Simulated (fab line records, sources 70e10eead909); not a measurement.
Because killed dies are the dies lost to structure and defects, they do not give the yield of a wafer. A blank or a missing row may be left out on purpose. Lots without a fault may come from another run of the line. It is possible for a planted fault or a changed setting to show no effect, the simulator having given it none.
Which tool did it? | flow nandHarc | 13 lots with 39 wafers sampled at 6 steps, on a route of 1159 steps

## WHAT THE GAUGES SHOWED, per wafer
NHARC_A_ONON_D1_THK_MEAS_18: measures by ellipsometry. Usual: thkNm 996 nm, standard deviation 9.5.
lot  | measured     | on           | thkNm (nm)     | flag
L592 | day 7 11:17  | filmMetro-02 | 1006 1008 1005 | 
L593 | day 8 09:52  | filmMetro-02 | 985 986 985    | 
L594 | day 8 09:53  | filmMetro-02 | 992 990 993    | 
L596 | day 8 19:51  | filmMetro-02 | 988 986 988    | 
L597 | day 9 02:49  | filmMetro-01 | 1005 1005 1003 | 
L598 | day 9 18:23  | filmMetro-02 | 998 998 998    | 
L599 | day 9 18:22  | filmMetro-02 | 1000 999 1001  | 
L601 | day 10 09:17 | filmMetro-02 | 985 985 983    | 
L609 | day 12 13:43 | filmMetro-02 | 1552 1552 1552 | OFF
L612 | day 12 20:37 | filmMetro-01 | 972 974 971    | 
L611 | day 12 20:37 | filmMetro-02 | 1555 1555 1556 | OFF
L614 | day 13 03:43 | filmMetro-01 | 1001 1002 1001 | 
L615 | day 13 22:38 | filmMetro-02 | 1012 1010 1011 | 

NHARC_A_CHANNEL_HOLE_D1_CD_MEAS_10 targets a cd of 100 nm. Usual: cdNm 99.9 nm, standard deviation 0.45.
lot  | measured     | on       | cdNm (nm)         | flag
L592 | day 7 16:40  | cdSem-02 | 100.3 99.6 99.8   | 
L593 | day 8 17:37  | cdSem-03 | 99.2 99.7 99.9    | 
L594 | day 8 18:28  | cdSem-01 | 100.0 100.0 99.2  | 
L596 | day 9 01:53  | cdSem-02 | 99.1 99.6 99.7    | 
L597 | day 9 08:31  | cdSem-01 | 99.5 99.7 99.7    | 
L598 | day 10 01:02 | cdSem-03 | 100.1 99.8 99.4   | 
L599 | day 9 23:59  | cdSem-01 | 99.0 99.2 100.1   | 
L601 | day 10 16:14 | cdSem-02 | 99.5 99.8 99.9    | 
L612 | day 13 02:01 | cdSem-02 | 100.7 100.6 100.5 | 
L614 | day 13 10:13 | cdSem-02 | 100.3 100.5 100.3 | 
L615 | day 14 04:41 | cdSem-03 | 100.4 99.8 100.0  | 

NHARC_END_SORT_01. Usual: killedAtArray 28, standard deviation 11; killedAtOther 0.9, standard deviation 1.2; killedAtPeriphery 2.6, standard deviation 2.1; killedDies 31, standard deviation 11; killedOpen 3.1, standard deviation 1.7; killedShort 1.9, standard deviation 1.3.
lot  | measured     | on        | killedAtArray | killedAtOther | killedAtPeriphery | killedDies  | killedOpen | killedShort | flag
L609 | day 26 06:05 | prober-02 | 673 676 675   | 0 0 0         | 4 1 2             | 677 677 677 | 3 0 4      | 3 2 1       | OFF
L611 | day 27 05:28 | prober-02 | 676 674 674   | 1 0 0         | 0 3 3             | 677 677 677 | 2 5 5      | 2 4 0       | OFF

## EACH LOT AND THE TOOL THAT RAN IT (in order: tool; ch and the chambers of the sampled wafers; start)
lot  | NHARC_A_ZERO_WELL_RTA_16        | NHARC_A_ONON_D1_DEP_16          | NHARC_A_CHANNEL_HOLE_D1_DEP_00
L592 | rtpAnneal-02 ch 0, day 6 04:22  | pecvdOnon-04 ch 0, day 7 10:46  | aclDep-01 ch 0, day 7 14:10
L593 | rtpAnneal-01 ch 0, day 7 02:30  | pecvdOnon-04 ch 0, day 8 09:25  | aclDep-01 ch 0, day 8 15:24
L594 | rtpAnneal-01 ch 0, day 7 03:34  | pecvdOnon-02 ch 0, day 8 09:22  | aclDep-03 ch 0, day 8 15:48
L596 | rtpAnneal-01 ch 0, day 7 11:35  | pecvdOnon-02 ch 0, day 8 19:20  | aclDep-02 ch 0, day 8 23:13
L597 | rtpAnneal-02 ch 0, day 7 18:55  | pecvdOnon-04 ch 0, day 9 02:29  | aclDep-03 ch 0, day 9 06:40
L598 | rtpAnneal-01 ch 0, day 8 08:50  | pecvdOnon-02 ch 0, day 9 17:53  | aclDep-02 ch 0, day 9 22:23
L599 | rtpAnneal-02 ch 0, day 8 11:51  | pecvdOnon-03 ch 0, day 9 17:55  | aclDep-01 ch 0, day 9 21:37
L601 | rtpAnneal-02 ch 0, day 8 20:01  | pecvdOnon-02 ch 0, day 10 08:53 | aclDep-02 ch 0, day 10 14:10
L609 | rtpAnneal-01 ch 0, day 11 01:27 | pecvdOnon-04 ch 0, day 12 13:11 | -
L612 | rtpAnneal-01 ch 0, day 11 11:19 | pecvdOnon-02 ch 0, day 12 20:06 | aclDep-02 ch 0, day 12 23:29
L611 | rtpAnneal-02 ch 0, day 11 15:53 | pecvdOnon-04 ch 0, day 12 20:07 | -
L614 | rtpAnneal-01 ch 0, day 11 23:04 | pecvdOnon-02 ch 0, day 13 03:16 | aclDep-02 ch 0, day 13 07:40
L615 | rtpAnneal-01 ch 0, day 12 16:29 | pecvdOnon-02 ch 0, day 13 22:14 | aclDep-02 ch 0, day 14 02:34
- NHARC_A_ZERO_WELL_RTA_16: time 10 s.
- NHARC_A_ONON_D1_DEP_16: target thk 1000 nm.
- NHARC_A_CHANNEL_HOLE_D1_DEP_00: deposits aC, target thk 3100 nm.

## WHAT THE TOOLS THEMSELVES READ (means of the sampled wafers that have a number; where no wafer has one, the mark that the record gives instead)
NHARC_A_ZERO_WELL_RTA_16. Usual: lampPowerPct 26.7 %, standard deviation 1.2; lamp_zone_7_pct 27.2 %, standard deviation 1.2; wafer_temp_C_max 1005.5, standard deviation 1.6.
lot  | tool         | lampPowerPct (%) | lamp_zone_7_pct (%) | wafer_temp_C_max | flag
L592 | rtpAnneal-02 | 25.4             | 25.9                | 1006.5           | 
L593 | rtpAnneal-01 | 27.8             | 28.3                | 1003.8           | 
L594 | rtpAnneal-01 | 27.8             | 28.3                | 1004.2           | 
L596 | rtpAnneal-01 | 27.9             | 28.3                | 1005.3           | 
L597 | rtpAnneal-02 | 25.4             | 25.9                | 1006.1           | 
L598 | rtpAnneal-01 | 27.8             | 28.3                | 1004.6           | 
L599 | rtpAnneal-02 | 25.4             | 25.9                | 1007.5           | 
L601 | rtpAnneal-02 | 25.4             | 25.9                | 1007.8           | 
L609 | rtpAnneal-01 | 27.8             | 28.3                | 1003.6           | 
L612 | rtpAnneal-01 | 27.8             | 28.2                | 1004.7           | 
L611 | rtpAnneal-02 | 25.5             | 25.9                | 1007.9           | 
L614 | rtpAnneal-01 | 27.8             | 28.3                | 1004.9           | 
L615 | rtpAnneal-01 | 27.8             | 28.3                | 1004.5           | 

NHARC_A_ONON_D1_DEP_16. Usual: n2FlowSccm 2748 sccm, standard deviation 7.6; nh3FlowSccm 500.1 sccm, standard deviation 1.6.
lot  | tool         | n2FlowSccm (sccm) | nh3FlowSccm (sccm) | flag
L592 | pecvdOnon-04 | 2746              | 500.8              | 
L593 | pecvdOnon-04 | 2754              | 500.5              | 
L594 | pecvdOnon-02 | 2741              | 500.5              | 
L596 | pecvdOnon-02 | 2738              | 500.7              | 
L597 | pecvdOnon-04 | 2755              | 501.2              | 
L598 | pecvdOnon-02 | 2751              | 501.4              | 
L599 | pecvdOnon-03 | 2745              | 498.5              | 
L601 | pecvdOnon-02 | 2756              | 499.9              | 
L609 | pecvdOnon-04 | 2747              | 500.0              | 
L612 | pecvdOnon-02 | 2742              | 500.5              | 
L611 | pecvdOnon-04 | 2755              | 501.5              | 
L614 | pecvdOnon-02 | 2748              | 501.1              | 
L615 | pecvdOnon-02 | 2755              | 498.5              | 

NHARC_A_CHANNEL_HOLE_D1_DEP_00. Usual: throttleValvePct 35.001 %, standard deviation 0.009.
lot  | tool      | throttleValvePct (%) | flag
L592 | aclDep-01 | 35.004               | 
L593 | aclDep-01 | 35.006               | 
L594 | aclDep-03 | 35.007               | 
L596 | aclDep-02 | 35.000               | 
L597 | aclDep-03 | 35.003               | 
L598 | aclDep-02 | 35.001               | 
L599 | aclDep-01 | 35.001               | 
L601 | aclDep-02 | 35.011               | 
L612 | aclDep-02 | 35.004               | 
L614 | aclDep-02 | 35.008               | 
L615 | aclDep-02 | 34.999               | 

## THE ANSWER, worked out from the rows above alone
Rule: lot off if the mean of its wafers having a number is beyond 3 standard deviations from the usual mean. Also off: a lot with no number at a reading for which 4 or more lots have one. Where the step has rows for the other lots, those lots are counted as sound. After the gauges, taken in route order, come the tools' own readings; for these a lot's mean is taken, as printed above. At the first step where some lot is off, the reading lying furthest off is the one used; lots without a number count as furthest.
Off: L609, L611 (NHARC_A_ONON_D1_THK_MEAS_18, thkNm).
If a tool, at a process step before that reading, ran all the lots that are off and no sound lot after the first of them, it fits. The gauges at NHARC_A_ONON_D1_THK_MEAS_18 aren't tried: what is off there is off at NHARC_END_SORT_01 too, on other tools, and a gauge's error can't cause that. One candidate fits, namely pecvdOnon-04 at NHARC_A_ONON_D1_DEP_16. A fault onset in the window from L597 (day 9 02:29, its last sound lot) to L609 (day 12 13:11, its first lot off) fits.

## WHAT THE SIMULATOR HAD PUT IN
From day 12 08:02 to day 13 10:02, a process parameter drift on pecvdOnon-04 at NHARC_A_ONON_D1_DEP_16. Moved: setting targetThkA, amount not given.
Struck lots among those shown: L609, L611. The same result came from the rule above.
